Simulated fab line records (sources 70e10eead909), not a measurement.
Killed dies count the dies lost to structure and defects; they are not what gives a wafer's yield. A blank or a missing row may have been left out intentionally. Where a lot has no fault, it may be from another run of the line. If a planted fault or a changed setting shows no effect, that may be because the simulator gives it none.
A struck lot beside a sound one    flow nandHarc    14 steps out of a route of 1302
Sound: the wafers L917.3, L917.5, L917.6. Struck: wafer L925.2 (left out: L925.3, L925.5 of the same lot, which were not struck); the cause appears at the end.
Order at every step that has rows: each side's tool, ch and its chambers, its first start. Under that, the readings that differ: sound wafers    struck wafers    difference of the means    sigmas: that difference in standard deviations of wafers without a fault.
alike: words and numbers the same on both sides, and readings whose means are apart by under 2 such deviations; not compared: readings that were withheld, readings missing a value for some wafer, numbers with overlapping values and no deviation given by the record, and bounds like >300 which may hide the same value.
Wherever a step has rows on one side only, a row that says differs or no value, or a row with sigmas, the two part there. Numbers that don't overlap but have no deviation are shown without sigmas and don't part them. Lack of a reading on every wafer of one side parts them only where that side has two or more wafers.

first, 7 steps without rows for these wafers: NHARC_A_BONDPAD_COAT_33 (time 65 s); NHARC_A_BONDPAD_COAT_03 (resist thk 600 nm); NHARC_A_BONDPAD_SOFTBAKE_04 (time 70 s); NHARC_A_BONDPAD_EBR_05; NHARC_A_BONDPAD_EXPOSE_06 (exposes mask A BPAD); NHARC_A_BONDPAD_PEB_07 (peb time 80 s); NHARC_A_BONDPAD_DEVELOP_08 (time 50 s).
NHARC_A_BONDPAD_CD_MEAS_09: the cd target is 500 nm.
  sound on cdSem-03 ch 0, day 22 13:14; struck on cdSem-02 ch 0, day 26 05:35
  alike: cdNm
NHARC_A_BONDPAD_OVL_MEAS_35:
  sound on overlay-02, day 22 13:19; struck on overlay-01, day 26 05:40
  alike: overlayXNm, overlayYNm
then, 1 step without rows for these wafers: NHARC_A_BONDPAD_HARDBAKE_10 (time 65 s).
NHARC_A_BONDPAD_DESCUM_11: chemistry O2, time 3 s.
  sound on rieDiel-03 ch 0,1,2, day 22 13:28; struck on rieDiel-05 ch 0, day 26 05:48
reading                       sound           struck  difference  sigmas
showerheadPlenumPTorr (Torr)  1.84 1.78 1.79  2.03    +0.23       +2
  alike: drypumpMotorCurrentA, oesProductAu, rfVppV, throttleValvePct
  not compared: rfHoursCounterH
NHARC_A_BONDPAD_ETCH_34: etches the open film in N2/H2, target depth 60 nm, overetch 18 nm, time 65.91 s.
  sound on rieDiel-03 ch 0,3, day 22 13:32; struck on rieDiel-05 ch 3, day 26 05:53
  alike: drypumpMotorCurrentA, oesProductAu, rfVppV, showerheadPlenumPTorr, throttleValvePct
  not compared: rfHoursCounterH
NHARC_A_BONDPAD_ETCH_12: etches the open film in CHF3/O2, target depth 220 nm, time 110 s.
  sound on rieDiel-03 ch 0,2,3, day 22 13:39; struck on rieDiel-05 ch 0, day 26 05:59
reading                       sound              struck  difference  sigmas
oesProductAu (a.u.)           0.935 0.953 0.939  0.878   -0.064      -3
rfVppV (V)                    366.8 366.7 368.9  373.9   +6.4        +2
showerheadPlenumPTorr (Torr)  2.26 2.31 2.31     2.54    +0.25       +2
  alike: drypumpMotorCurrentA, throttleValvePct
  not compared: rfHoursCounterH
NHARC_A_BONDPAD_CD_MEAS_13:
  sound on cdSem-01, day 22 13:46; struck on cdSem-03, day 26 06:07
  alike: cdNm

== WHERE THEY PART ==
First at NHARC_A_BONDPAD_DESCUM_11; last, within this record, at NHARC_A_BONDPAD_ETCH_12. Later steps at which nothing parts them and some readings are alike: NHARC_A_BONDPAD_CD_MEAS_13.

WHY: the cause the simulator had injected
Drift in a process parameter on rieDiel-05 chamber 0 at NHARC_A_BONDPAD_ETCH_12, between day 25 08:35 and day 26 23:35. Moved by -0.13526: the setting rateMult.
